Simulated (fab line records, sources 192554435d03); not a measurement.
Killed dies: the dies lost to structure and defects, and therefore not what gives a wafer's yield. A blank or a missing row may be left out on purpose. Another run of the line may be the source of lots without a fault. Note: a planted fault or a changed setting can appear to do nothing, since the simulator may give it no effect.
Lot-split experiment -- flow n5 finfet -- 39 wafers read from 7 lots, route of 1938 steps

ABOUT THE SPLIT
At N5_SD_EPI_N_ETCH_35 (etches SOC in N2/H2, overetch 108 nm, time 486 s), the setting time s was moved away from the recipe's 486 s on 15 of the 39 wafers read, by -18.7% to +15.0%. This setting was run at the recipe's value on the other wafers.

The split's own step is where the reading is taken.

THE READING
SiARC_of_SD_EPI_N_COAT_33.thk nm (the simulator's own value, which no gauge read), in nm, at N5_SD_EPI_N_ETCH_35 (etches SOC in N2/H2, overetch 108 nm, time 486 s). The file gives no usual value for it. The 24 wafers here that ran the recipe average 19.7 nm, standard deviation 0.44 nm.

wafer,"tool, chamber at the split","time s as run, s",against the recipe,"SiARC_of_SD_EPI_N_COAT_33.thk nm, nm",against lot-mates on the recipe
L075.1,"rie diel-06, 3",486,recipe,20.2,-
L075.2,"rie diel-06, 2",486,recipe,20,-
L075.5,"rie diel-06, 1",486,recipe,19.4,-
L078.1,"rie diel-03, 2",545.4,+12.2%,18.2,-1.3
L078.2,"rie diel-03, 0",545.4,+12.2%,17.6,-1.9
L078.3,"rie diel-03, 3",486,recipe,20,-
L078.4,"rie diel-03, 1",486,recipe,19,-
L078.5,"rie diel-03, 1",545.4,+12.2%,17,-2.5
L078.6,"rie diel-03, 0",486,recipe,19.6,-
L079.1,"rie diel-03, 1",486,recipe,19,-
L079.4,"rie diel-03, 1",486,recipe,19,-
L079.2,"rie diel-03, 0,3",395.2,-18.7%,22.8,+3.5
L079.3,"rie diel-03, 0,3",395.2,-18.7%,22.8,+3.5
L079.5,"rie diel-03, 3",395.2,-18.7%,22.6,+3.3
L079.6,"rie diel-03, 0",486,recipe,20,-
L080.1,"rie diel-06, 2",558.9,+15.0%,17.6,-1.9
L080.2,"rie diel-06, 0",486,recipe,19.4,-
L080.3,"rie diel-06, 1,0",486,recipe,19.6,-
L080.5,"rie diel-06, 1,0",486,recipe,19.6,-
L080.4,"rie diel-06, 3",558.9,+15.0%,18,-1.5
L080.6,"rie diel-06, 3",558.9,+15.0%,18,-1.5
L082.1,"rie diel-03, 2,3,2,3",486,recipe,20.2,-
L082.3,"rie diel-03, 2,3,2,3",486,recipe,20.2,-
L082.4,"rie diel-03, 2,3,2,3",486,recipe,20.2,-
L082.5,"rie diel-03, 2,3,2,3",486,recipe,20.2,-
L082.2,"rie diel-03, 1",486,recipe,19.4,-
L082.6,"rie diel-03, 1",486,recipe,19.2,-
L083.1,"rie diel-03, 3,2",486,recipe,20,-
L083.5,"rie diel-03, 3,2",486,recipe,20,-
L083.2,"rie diel-03, 1",486,recipe,19,-
L083.3,"rie diel-03, 2",432.9,-10.9%,21.8,+2.1
L083.4,"rie diel-03, 0",432.9,-10.9%,21.6,+1.9
L083.6,"rie diel-03, 1",432.9,-10.9%,20.8,+1.1
L084.1,"rie diel-03, 1",418.2,-14.0%,21.4,+1.7
L084.2,"rie diel-03, 0",418.2,-14.0%,22,+2.3
L084.3,"rie diel-03, 3",486,recipe,19.8,-
L084.4,"rie diel-03, 2",418.2,-14.0%,22.2,+2.5
L084.5,"rie diel-03, 0",486,recipe,20,-
L084.6,"rie diel-03, 1",486,recipe,19.2,-
Rows listing several chambers each stand for several wafers; the file does not say which wafer went through which chamber.

THE FIT
A straight line over all 39 wafers: SiARC_of_SD_EPI_N_COAT_33.thk nm changes by -0.153 nm for each +1% of time s; r = -0.95; the points scatter about the line by 0.44 nm.
The same after taking each lot's own level away (the mean of its wafers on the recipe; 39 wafers): -0.154 nm for each +1%; r = -0.95; scatter 0.44 nm.
According to that fit, moving time s by its largest amount changes the reading by 2.9 nm.
Measured against the standard deviation above, the lots' own levels, which go from 19.33 to 19.90 nm, span 1.3 times it.
The two slopes are in agreement: the lot-to-lot level therefore moves the slope only a little.
Check: +2.91 nm against its lot-mates is what the line predicts for one of the wafers moved furthest among these (-18.7%) when that wafer is left out of the fit. Against them it came out at +3.47 nm.

OTHER SPLITS ON THESE WAFERS
These wafers also went through other splits before the reading. Each is held against what the fit with the lots' levels taken away leaves over:
other split on the same wafers,wafers away from the commonest value,r with SiARC_of_SD_EPI_N_COAT_33.thk nm (lot level and that fit taken away)
N5_FIN_SAQP_EXPOSE_13 dose mj,15,+0.08
N5_FIN_CUT_CUT_ETCH_26 target depth a,9,-0.09
N5_DUMMY_GATE_CVD_03 temp c,27,+0.00
N5_DUMMY_GATE_ETCH_37 source w,12,+0.04
N5_DUMMY_GATE_ETCH_32 time s,15,+0.09

FILE'S OWN FIT
SiARC_of_SD_EPI_N_COAT_33.thk nm changes by -0.156 nm for each +1% of time s, r = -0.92.
